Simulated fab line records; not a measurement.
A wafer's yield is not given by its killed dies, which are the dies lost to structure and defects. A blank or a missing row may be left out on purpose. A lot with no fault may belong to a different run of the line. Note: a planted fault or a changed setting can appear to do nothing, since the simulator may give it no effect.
Matching of chambers	flow n5_finfet	4 sister chambers for N5_BEOL_M0_SAQP_ETCH_49 on rie_diel-02
The step etches SiO2 in CF4/O2, target depth 37 nm. 4 wafers are shown with their chamber, then 12 later ones without.

WAFERS, EACH WITH ITS CHAMBER
wafer	chamber	showerhead_plenum_p_Torr (Torr)
L087.4	1	2.19
L089.2	3	2.35
L092.1	0	2.26
L092.5	2	2.17

WAFERS WHOSE CHAMBER IS MISSING
wafer	showerhead_plenum_p_Torr (Torr)
L093.3	2.26
L093.4	2.19
L093.6	2.17
L095.1	2.26
L095.4	2.26
L095.6	2.19
L096.3	2.18
L096.5	2.34
L096.6	2.25
L097.1	2.25
L097.2	2.34
L097.5	2.18

EACH ONE'S CHAMBER
wafer	from the rows above	in truth
L093.3	0	0
L093.4	1	1
L093.6	2	2
L095.1	0	0
L095.4	0	0
L095.6	1	1
L096.3	can't be placed: 1 or 2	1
L096.5	3	3
L096.6	0	0
L097.1	0	0
L097.2	3	3
L097.5	can't be placed: 1 or 2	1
Correct placement for 10 of the 12. Cannot be placed on the basis of these rows: 2; the candidates contain the true chamber in 2. Wrongly placed: 0.
How it was worked out, from the rows above alone: a wafer's distance from a chamber is the root of the sum, over the readings, of the square of ((its reading less the chamber's mean) divided by the reading's scatter). If the next closest chamber is less than 2 further off than the closest, the wafer can't be placed; otherwise it belongs to the closest. For every chamber, the mean is computed from those of its wafers that are shown. The scatter: root of mean squared gap, hidden wafer to nearest shown wafer, with one shown wafer a chamber.
